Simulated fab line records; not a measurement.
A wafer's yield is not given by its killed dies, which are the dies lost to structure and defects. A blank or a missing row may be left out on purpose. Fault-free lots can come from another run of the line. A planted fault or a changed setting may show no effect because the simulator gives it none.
Matching of chambers || flow nand_harc || rie_diel-07 running NHARC_P_CONTACT_ETCH_35: 4 sister chambers
The step etches the open film in CF4, target depth 39 nm, time 65 s. 18 wafers are shown with their chamber, then 9 later ones without.

## WAFERS PAIRED WITH THEIR CHAMBERS
{"wafer": "L075.3", "chamber": 3, "drypump_motor_current_A (A)": 5.5, "oes_product_au (a.u.)": 1.029, "rf_vpp_V (V)": 153.7}
{"wafer": "L075.4", "chamber": 2, "drypump_motor_current_A (A)": 5.3, "oes_product_au (a.u.)": 0.998, "rf_vpp_V (V)": 152.1}
{"wafer": "L075.6", "chamber": 3, "drypump_motor_current_A (A)": 5.5, "oes_product_au (a.u.)": 1.023, "rf_vpp_V (V)": 154.7}
{"wafer": "L075.1", "chamber": 1, "drypump_motor_current_A (A)": 5.1, "oes_product_au (a.u.)": 0.998, "rf_vpp_V (V)": 152.9}
{"wafer": "L075.2", "chamber": 0, "drypump_motor_current_A (A)": 5.3, "oes_product_au (a.u.)": 1.004, "rf_vpp_V (V)": 152.1}
{"wafer": "L075.5", "chamber": 0, "drypump_motor_current_A (A)": 5.3, "oes_product_au (a.u.)": 0.994, "rf_vpp_V (V)": 152.1}
{"wafer": "L079.3", "chamber": 3, "drypump_motor_current_A (A)": 5.5, "oes_product_au (a.u.)": 1.015, "rf_vpp_V (V)": 152.0}
{"wafer": "L079.5", "chamber": 0, "drypump_motor_current_A (A)": 5.3, "oes_product_au (a.u.)": 1.000, "rf_vpp_V (V)": 150.4}
{"wafer": "L079.6", "chamber": 1, "drypump_motor_current_A (A)": 5.2, "oes_product_au (a.u.)": 0.987, "rf_vpp_V (V)": 150.4}
{"wafer": "L082.2", "chamber": 3, "drypump_motor_current_A (A)": 5.4, "oes_product_au (a.u.)": 1.035, "rf_vpp_V (V)": 152.7}
{"wafer": "L082.4", "chamber": 0, "drypump_motor_current_A (A)": 5.4, "oes_product_au (a.u.)": 0.999, "rf_vpp_V (V)": 152.2}
{"wafer": "L082.6", "chamber": 3, "drypump_motor_current_A (A)": 5.5, "oes_product_au (a.u.)": 1.014, "rf_vpp_V (V)": 153.1}
{"wafer": "L086.1", "chamber": 3, "drypump_motor_current_A (A)": 5.5, "oes_product_au (a.u.)": 1.024, "rf_vpp_V (V)": 153.0}
{"wafer": "L086.5", "chamber": 1, "drypump_motor_current_A (A)": 5.1, "oes_product_au (a.u.)": 0.976, "rf_vpp_V (V)": 152.4}
{"wafer": "L086.6", "chamber": 2, "drypump_motor_current_A (A)": 5.3, "oes_product_au (a.u.)": 0.997, "rf_vpp_V (V)": 152.0}
{"wafer": "L090.2", "chamber": 1, "drypump_motor_current_A (A)": 5.1, "oes_product_au (a.u.)": 0.990, "rf_vpp_V (V)": 149.9}
{"wafer": "L090.3", "chamber": 3, "drypump_motor_current_A (A)": 5.4, "oes_product_au (a.u.)": 1.012, "rf_vpp_V (V)": 153.0}
{"wafer": "L090.4", "chamber": 0, "drypump_motor_current_A (A)": 5.3, "oes_product_au (a.u.)": 1.004, "rf_vpp_V (V)": 150.6}

SIGNATURES (means of the wafers above)
{"reading": "drypump_motor_current_A", "chamber 0": 5.320, "chamber 1": 5.125, "chamber 2": 5.300, "chamber 3": 5.471, "scatter within a chamber": 0.0461}
{"reading": "oes_product_au", "chamber 0": 1.00020, "chamber 1": 0.98775, "chamber 2": 0.99750, "chamber 3": 1.02171, "scatter within a chamber": 0.00734}
{"reading": "rf_vpp_V", "chamber 0": 151.480, "chamber 1": 151.400, "chamber 2": 152.050, "chamber 3": 153.171, "scatter within a chamber": 1}
Rule: a wafer's distance from a chamber is the root of the sum, over the readings, of the square of ((its reading less the chamber's mean) divided by the reading's scatter). If the next closest chamber is less than 2 further off than the closest, the wafer can't be placed; otherwise it belongs to the closest. The scatter is the square root of a quotient: the sum, over the shown wafers, of each reading's squared deviation from its chamber's mean, divided by wafers minus chambers.

## WAFERS WHOSE CHAMBER IS MISSING
{"wafer": "L093.1", "drypump_motor_current_A (A)": 5.5, "oes_product_au (a.u.)": 0.988, "rf_vpp_V (V)": 152.2}
{"wafer": "L093.3", "drypump_motor_current_A (A)": 5.3, "oes_product_au (a.u.)": 1.022, "rf_vpp_V (V)": 153.9}
{"wafer": "L093.6", "drypump_motor_current_A (A)": 5.4, "oes_product_au (a.u.)": 0.996, "rf_vpp_V (V)": 154.1}
{"wafer": "L095.2", "drypump_motor_current_A (A)": 5.3, "oes_product_au (a.u.)": 1.023, "rf_vpp_V (V)": 153.4}
{"wafer": "L095.3", "drypump_motor_current_A (A)": 5.3, "oes_product_au (a.u.)": 1.010, "rf_vpp_V (V)": 153.4}
{"wafer": "L095.5", "drypump_motor_current_A (A)": 5.3, "oes_product_au (a.u.)": 1.025, "rf_vpp_V (V)": 152.5}
{"wafer": "L097.2", "drypump_motor_current_A (A)": 5.4, "oes_product_au (a.u.)": 1.017, "rf_vpp_V (V)": 153.0}
{"wafer": "L097.4", "drypump_motor_current_A (A)": 5.3, "oes_product_au (a.u.)": 1.000, "rf_vpp_V (V)": 151.8}
{"wafer": "L097.6", "drypump_motor_current_A (A)": 5.3, "oes_product_au (a.u.)": 1.010, "rf_vpp_V (V)": 153.5}

## WHICH CHAMBER EACH WENT THROUGH
{"wafer": "L093.1", "from the rows above": "can't be placed: 0 or 2 or 3", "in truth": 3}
{"wafer": "L093.3", "from the rows above": "can't be placed: 3 or 2 or 0", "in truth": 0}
{"wafer": "L093.6", "from the rows above": "can't be placed: 2 or 0 or 3", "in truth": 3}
{"wafer": "L095.2", "from the rows above": "can't be placed: 0 or 3 or 2", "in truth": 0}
{"wafer": "L095.3", "from the rows above": "can't be placed: 2 or 0 or 3", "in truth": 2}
{"wafer": "L095.5", "from the rows above": "can't be placed: 0 or 2 or 3", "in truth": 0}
{"wafer": "L097.2", "from the rows above": "can't be placed: 3 or 0 or 2", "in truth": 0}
{"wafer": "L097.4", "from the rows above": "can't be placed: 2 or 0", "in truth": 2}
{"wafer": "L097.6", "from the rows above": "can't be placed: 2 or 0 or 3", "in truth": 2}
Correctly placed: 0 of 9. Unplaceable from these rows: 9, with the true chamber sitting among the candidates in 9. Placed wrongly: 0.
